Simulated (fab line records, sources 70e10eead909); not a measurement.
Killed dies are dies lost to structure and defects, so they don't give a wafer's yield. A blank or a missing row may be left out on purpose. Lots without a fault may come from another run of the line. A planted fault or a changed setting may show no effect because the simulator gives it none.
Problem report in the 8D (eight disciplines) form, filled by code | flow nand_harc | the parts of the form that need people (team, actions taken, sign-off) are left out

1. THE PROBLEM
raw_defect_count at NHARC_P_GATE_INSPECT_68 reads a mean of 650 on 2 wafers of 2 lots; wafers without a fault read 200 with a standard deviation of 76. That is +5.9 standard deviations from the usual mean.
First seen on wafer L396.3, day 9 15:55, on defect_inspect-02. The record holds 36 wafers of 12 lots with a number at this step. Rule for "out", or "out of limits": more than 4 standard deviations from the usual mean. The other wafers with a number count as sound.

2. WHAT IT IS AND WHAT IT IS NOT
question                    | is                | is not
which readings at this step | raw_defect_count  | -
which lots                  | L396, L397        | L388, L389, L390, L391, L404, L405, L406, L408, L409, L410
which wafers of those lots  | L396.3, L397.3    | L396.5, L396.6, L397.4, L397.6
read on which gauges        | defect_inspect-02 | defect_inspect-01
when                        | from day 9 15:55  | up to then (14 sound wafers); but 20 sound wafers of L397, L404, L405, L406, L408, L409, L410 came after

3. SUSPECTS, AND WHAT RULES EACH OUT
Counting: a tool at a process step up to the reading stays a suspect if it ran every lot that is out. Sound lots after the first of them don't rule it out here, since some wafers of a struck lot are sound.
- the gauge at NHARC_P_GATE_INSPECT_68: ruled out. All the wafers that are out were read on defect_inspect-02, but those of them that NHARC_END_SORT_01 has rows for are out there too, on other tools.
- plasma_asher-01 at NHARC_P_GATE_STRIP_76 (strips in O2): kept. It ran every lot that is out, first L396 (day 9 11:57); its last sound lot up to then is L391 (day 7 04:40).
- pvd_sputter-02 at NHARC_P_GATE_SPUTTER_79 (material TiN, target thk 10 nm): kept. It ran every lot that is out, first L396 (day 9 15:10); its last sound lot up to then is L389 (day 6 23:23).
Left after counting: plasma_asher-01 at NHARC_P_GATE_STRIP_76, pvd_sputter-02 at NHARC_P_GATE_SPUTTER_79.

4. THE CAUSE (what the simulator had put in)
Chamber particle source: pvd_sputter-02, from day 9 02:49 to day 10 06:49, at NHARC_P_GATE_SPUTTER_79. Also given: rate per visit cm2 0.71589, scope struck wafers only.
Counting left 2 suspects, and this tool is among them.

5. THE CHAIN OF EFFECTS, in route order
Each row: a reading whose mean over the struck wafers that have a number lies more than 3 standard deviations from the usual. Only readings for which the record gives a usual standard deviation are gone through. hours: the time from each lot's start at the first step in this table that gives one to its start at this step, as a median over the lots. sigmas: the change in usual standard deviations.
hours | step                    | reading             | usual | on struck wafers | change | sigmas
0     | NHARC_P_GATE_INSPECT_68 | raw_defect_count    | 200   | 650              | +450   | +5.9
438   | NHARC_END_SORT_01       | killed_at_periphery | 3.6   | 44.0             | +40.4  | +19

6. WHAT WOULD HAVE CAUGHT IT SOONER
In this record the first reading out of limits at a measuring or inspecting step was taken at day 9 15:55, 13 hours after the fault began at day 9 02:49.
Of the lots that are out (2), L397 began NHARC_P_GATE_SPUTTER_79 on pvd_sputter-02 after day 9 15:55. A hold on the tool at that time would have spared it.
